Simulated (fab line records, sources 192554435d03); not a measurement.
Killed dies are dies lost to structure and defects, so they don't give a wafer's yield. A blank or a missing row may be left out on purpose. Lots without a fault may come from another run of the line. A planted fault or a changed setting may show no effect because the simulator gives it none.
Chamber matching | flow n5_finfet | N5_MOL_CONTACT_COAG_ALD_123 on ald_sin-02: 4 sister chambers
The step deposits SiNx, target thk 5 nm, pulse time 1 s, purge time 2 s. 22 wafers are shown with their chamber, then 11 later ones without.

WAFERS WITH THEIR CHAMBER
wafer  | chamber | heater_power_w (W) | precursor_pulse_height_rel
L075.2 | 1       | 887                | 1.056
L075.3 | 3       | 856                | 0.947
L075.5 | 2       | 853                | 0.975
L078.1 | 2       | 847                | 0.990
L078.5 | 3       | 862                | 1.008
L078.6 | 0       | 775                | 0.990
L079.4 | 2       | 827                | 1.007
L079.5 | 1       | 884                | 1.010
L079.6 | 2       | 840                | 1.005
L080.1 | 2       | 848                | 1.018
L080.3 | 1       | 910                | 0.997
L080.6 | 3       | 852                | 1.056
L081.2 | 0       | 797                | 1.004
L081.4 | 3       | 848                | 0.973
L081.5 | 0       | 787                | 0.992
L083.1 | 2       | 870                | 0.990
L083.3 | 1       | 902                | 0.989
L083.5 | 0       | 766                | 1.003
L085.2 | 2       | 851                | 0.977
L085.5 | 3       | 860                | 1.013
L085.6 | 2       | 846                | 1.013
L086.2 | 3       | 856                | 1.008

SIGNATURES (means of the wafers above)
reading                    | chamber 0 | chamber 1 | chamber 2 | chamber 3 | scatter within a chamber
heater_power_w             | 781.25    | 895.75    | 847.75    | 855.67    | 11
precursor_pulse_height_rel | 0.99725   | 1.01300   | 0.99687   | 1.00083   | 0.0254
Rule: a wafer's distance from a chamber is the root of the sum, over the readings, of the square of ((its reading less the chamber's mean) divided by the reading's scatter). The wafer belongs to the nearest chamber; if the next one is less than 2 further off, it can't be placed. The scatter: the root of (the sum of the squares of (reading less its chamber's mean) over the shown wafers, divided by (wafers less chambers)).

WAFERS WITHOUT THEIR CHAMBER
wafer  | heater_power_w (W) | precursor_pulse_height_rel
L086.5 | 852                | 0.978
L086.6 | 778                | 0.994
L089.1 | 849                | 0.983
L089.5 | 856                | 0.997
L089.6 | 792                | 1.027
L093.2 | 801                | 1.008
L093.3 | 853                | 0.968
L093.4 | 830                | 0.996
L097.3 | 875                | 0.978
L097.4 | 905                | 1.005
L097.5 | 826                | 0.977

WHICH CHAMBER EACH WENT THROUGH
wafer  | from the rows above          | in truth
L086.5 | can't be placed: 2 or 3      | 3
L086.6 | 0                            | 0
L089.1 | can't be placed: 2 or 3      | 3
L089.5 | can't be placed: 3 or 2      | 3
L089.6 | 0                            | 0
L093.2 | 0                            | 0
L093.3 | can't be placed: 2 or 3      | 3
L093.4 | can't be placed: 2 or 3      | 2
L097.3 | can't be placed: 3 or 1 or 2 | 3
L097.4 | 1                            | 1
L097.5 | can't be placed: 2 or 3      | 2
Placed correctly: 4 of 11. Can't be placed from these rows: 7 (the true chamber is among the candidates in 7). Placed wrongly: 0.
